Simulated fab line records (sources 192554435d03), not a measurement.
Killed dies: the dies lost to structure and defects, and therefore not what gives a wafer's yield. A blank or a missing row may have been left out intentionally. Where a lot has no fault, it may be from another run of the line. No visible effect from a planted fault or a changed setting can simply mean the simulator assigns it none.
Chamber matching :: flow n5_finfet :: 4 sister chambers for N5_BEOL_M8_ETCH_61 on rie_diel-05
The step etches SiARC in CF4, target depth 45.5 nm, time 75.8 s. 16 wafers are shown with their chamber, then 8 later ones without.

## WAFERS PAIRED WITH THEIR CHAMBERS
wafer: L074.2
chamber: 1
showerhead_plenum_p_Torr (Torr): 2.10
throttle_valve_pct (%): 15.04
oes_product_au (a.u.): 0.77

wafer: L074.5
chamber: 0
showerhead_plenum_p_Torr (Torr): 2.07
throttle_valve_pct (%): 15.30
oes_product_au (a.u.): 0.66

wafer: L074.6
chamber: 2
showerhead_plenum_p_Torr (Torr): 2.15
throttle_valve_pct (%): 15.53
oes_product_au (a.u.): 0.65

wafer: L076.1
chamber: 0
showerhead_plenum_p_Torr (Torr): 2.07
throttle_valve_pct (%): 15.29
oes_product_au (a.u.): 0.66

wafer: L076.3
chamber: 1
showerhead_plenum_p_Torr (Torr): 2.10
throttle_valve_pct (%): 15.05
oes_product_au (a.u.): 0.78

wafer: L076.5
chamber: 1
showerhead_plenum_p_Torr (Torr): 2.10
throttle_valve_pct (%): 15.05
oes_product_au (a.u.): 0.77

wafer: L079.3
chamber: 0
showerhead_plenum_p_Torr (Torr): 2.06
throttle_valve_pct (%): 15.33
oes_product_au (a.u.): 0.65

wafer: L079.5
chamber: 0
showerhead_plenum_p_Torr (Torr): 2.06
throttle_valve_pct (%): 15.33
oes_product_au (a.u.): 0.65

wafer: L079.6
chamber: 3
showerhead_plenum_p_Torr (Torr): 2.11
throttle_valve_pct (%): 15.16
oes_product_au (a.u.): 0.80

wafer: L080.3
chamber: 2
showerhead_plenum_p_Torr (Torr): 2.15
throttle_valve_pct (%): 15.56
oes_product_au (a.u.): 0.65

wafer: L080.4
chamber: 1
showerhead_plenum_p_Torr (Torr): 2.10
throttle_valve_pct (%): 15.07
oes_product_au (a.u.): 0.75

wafer: L080.6
chamber: 1
showerhead_plenum_p_Torr (Torr): 2.10
throttle_valve_pct (%): 15.07
oes_product_au (a.u.): 0.75

wafer: L081.3
chamber: 0
showerhead_plenum_p_Torr (Torr): 2.06
throttle_valve_pct (%): 15.32
oes_product_au (a.u.): 0.65

wafer: L081.4
chamber: 2
showerhead_plenum_p_Torr (Torr): 2.15
throttle_valve_pct (%): 15.55
oes_product_au (a.u.): 0.65

wafer: L081.5
chamber: 1
showerhead_plenum_p_Torr (Torr): 2.10
throttle_valve_pct (%): 15.08
oes_product_au (a.u.): 0.75

wafer: L082.2
chamber: 0
showerhead_plenum_p_Torr (Torr): 2.06
throttle_valve_pct (%): 15.30
oes_product_au (a.u.): 0.65

SIGNATURES (means of the wafers above)
reading: showerhead_plenum_p_Torr
chamber 0: 2.0633
chamber 1: 2.1000
chamber 2: 2.1500
chamber 3: 2.1100
scatter within a chamber: 0.00333

reading: throttle_valve_pct
chamber 0: 15.3117
chamber 1: 15.0600
chamber 2: 15.5467
chamber 3: 15.1600
scatter within a chamber: 0.0162

reading: oes_product_au
chamber 0: 0.6533
chamber 1: 0.7617
chamber 2: 0.6500
chamber 3: 0.8000
scatter within a chamber: 0.0092
Rule: a wafer's distance from a chamber is the root of the sum, over the readings, of the square of ((its reading less the chamber's mean) divided by the reading's scatter). If the next closest chamber is less than 2 further off than the closest, the wafer can't be placed; otherwise it belongs to the closest. How the scatter is found: for the shown wafers, subtract from each reading the mean of its chamber, square and add these, divide the total by (wafers less chambers), then take the root.

## WAFERS WITH NO CHAMBER GIVEN
wafer: L082.3
showerhead_plenum_p_Torr (Torr): 2.15
throttle_valve_pct (%): 15.56
oes_product_au (a.u.): 0.65

wafer: L082.6
showerhead_plenum_p_Torr (Torr): 2.15
throttle_valve_pct (%): 15.55
oes_product_au (a.u.): 0.64

wafer: L087.1
showerhead_plenum_p_Torr (Torr): 2.14
throttle_valve_pct (%): 15.58
oes_product_au (a.u.): 0.63

wafer: L087.4
showerhead_plenum_p_Torr (Torr): 2.06
throttle_valve_pct (%): 15.36
oes_product_au (a.u.): 0.63

wafer: L087.5
showerhead_plenum_p_Torr (Torr): 2.10
throttle_valve_pct (%): 15.22
oes_product_au (a.u.): 0.75

wafer: L096.3
showerhead_plenum_p_Torr (Torr): 2.05
throttle_valve_pct (%): 15.39
oes_product_au (a.u.): 0.62

wafer: L096.4
showerhead_plenum_p_Torr (Torr): 2.09
throttle_valve_pct (%): 15.14
oes_product_au (a.u.): 0.72

wafer: L096.6
showerhead_plenum_p_Torr (Torr): 2.09
throttle_valve_pct (%): 15.15
oes_product_au (a.u.): 0.72

## WHICH CHAMBER EACH ONE RAN IN
wafer: L082.3
from the rows above: 2
in truth: 2

wafer: L082.6
from the rows above: 2
in truth: 2

wafer: L087.1
from the rows above: 2
in truth: 2

wafer: L087.4
from the rows above: 0
in truth: 0

wafer: L087.5
from the rows above: 3
in truth: 3

wafer: L096.3
from the rows above: 0
in truth: 0

wafer: L096.4
from the rows above: 1
in truth: 1

wafer: L096.6
from the rows above: 1
in truth: 1
Correct placement for 8 of the 8. Can't be placed from these rows: 0. Number placed wrongly: 0.
